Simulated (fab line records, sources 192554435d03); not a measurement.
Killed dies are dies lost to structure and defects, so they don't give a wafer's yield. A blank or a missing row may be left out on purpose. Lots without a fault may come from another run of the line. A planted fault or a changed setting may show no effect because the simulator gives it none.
Chamber matching | flow n5_finfet | N5_BEOL_M2_STRIP_19 on rie_diel-05: 4 sister chambers
The step strips in O2. 20 wafers are shown with their chamber, then 10 later ones without.

WAFERS WITH THEIR CHAMBER
wafer  | chamber | showerhead_plenum_p_Torr (Torr) | drypump_motor_current_A (A) | throttle_valve_pct (%)
L082.1 | 1       | 1.99                            | 5.9                         | 16.41
L082.2 | 0       | 1.99                            | 5.3                         | 17.19
L082.3 | 2       | 2.24                            | 5.4                         | 16.44
L082.4 | 1       | 1.99                            | 5.9                         | 16.39
L082.5 | 2       | 2.24                            | 5.4                         | 16.43
L082.6 | 0       | 1.99                            | 5.3                         | 17.19
L084.1 | 2       | 2.24                            | 5.4                         | 16.44
L084.3 | 0       | 1.99                            | 5.3                         | 17.19
L084.6 | 1       | 1.99                            | 6.0                         | 16.42
L085.3 | 2       | 2.24                            | 5.4                         | 16.43
L085.4 | 1       | 1.99                            | 5.9                         | 16.42
L085.5 | 2       | 2.24                            | 5.4                         | 16.45
L091.2 | 1       | 1.98                            | 5.9                         | 16.44
L091.3 | 2       | 2.24                            | 5.4                         | 16.49
L091.6 | 0       | 1.98                            | 5.3                         | 17.24
L093.3 | 2       | 2.24                            | 5.4                         | 16.48
L093.5 | 2       | 2.24                            | 5.4                         | 16.48
L093.6 | 3       | 2.23                            | 5.8                         | 16.29
L092.1 | 0       | 1.98                            | 5.3                         | 17.25
L092.3 | 2       | 2.23                            | 5.4                         | 16.48

SIGNATURES (means of the wafers above)
reading                  | chamber 0 | chamber 1 | chamber 2 | chamber 3 | scatter within a chamber
showerhead_plenum_p_Torr | 1.9860    | 1.9880    | 2.2389    | 2.2300    | 0.00425
drypump_motor_current_A  | 5.300     | 5.920     | 5.400     | 5.800     | 0.0224
throttle_valve_pct       | 17.2120   | 16.4160   | 16.4578   | 16.2900   | 0.0247
Rule: a wafer's distance from a chamber is the root of the sum, over the readings, of the square of ((its reading less the chamber's mean) divided by the reading's scatter). The wafer belongs to the nearest chamber; if the next one is less than 2 further off, it can't be placed. The scatter: the root of (the sum of the squares of (reading less its chamber's mean) over the shown wafers, divided by (wafers less chambers)).

WAFERS WITHOUT THEIR CHAMBER
wafer  | showerhead_plenum_p_Torr (Torr) | drypump_motor_current_A (A) | throttle_valve_pct (%)
L092.4 | 1.98                            | 5.9                         | 16.45
L096.1 | 1.98                            | 6.0                         | 16.47
L096.2 | 2.23                            | 5.4                         | 16.47
L096.4 | 1.98                            | 6.0                         | 16.46
L097.1 | 1.98                            | 5.9                         | 16.46
L097.2 | 2.23                            | 5.8                         | 16.31
L097.3 | 2.23                            | 5.4                         | 16.49
L097.4 | 2.23                            | 5.8                         | 16.29
L097.5 | 1.98                            | 5.9                         | 16.46
L097.6 | 2.23                            | 5.4                         | 16.49

WHICH CHAMBER EACH WENT THROUGH
wafer  | from the rows above | in truth
L092.4 | 1                   | 1
L096.1 | 1                   | 1
L096.2 | 2                   | 2
L096.4 | 1                   | 1
L097.1 | 1                   | 1
L097.2 | 3                   | 3
L097.3 | 2                   | 2
L097.4 | 3                   | 3
L097.5 | 1                   | 1
L097.6 | 2                   | 2
Placed correctly: 10 of 10. Can't be placed from these rows: 0. Placed wrongly: 0.
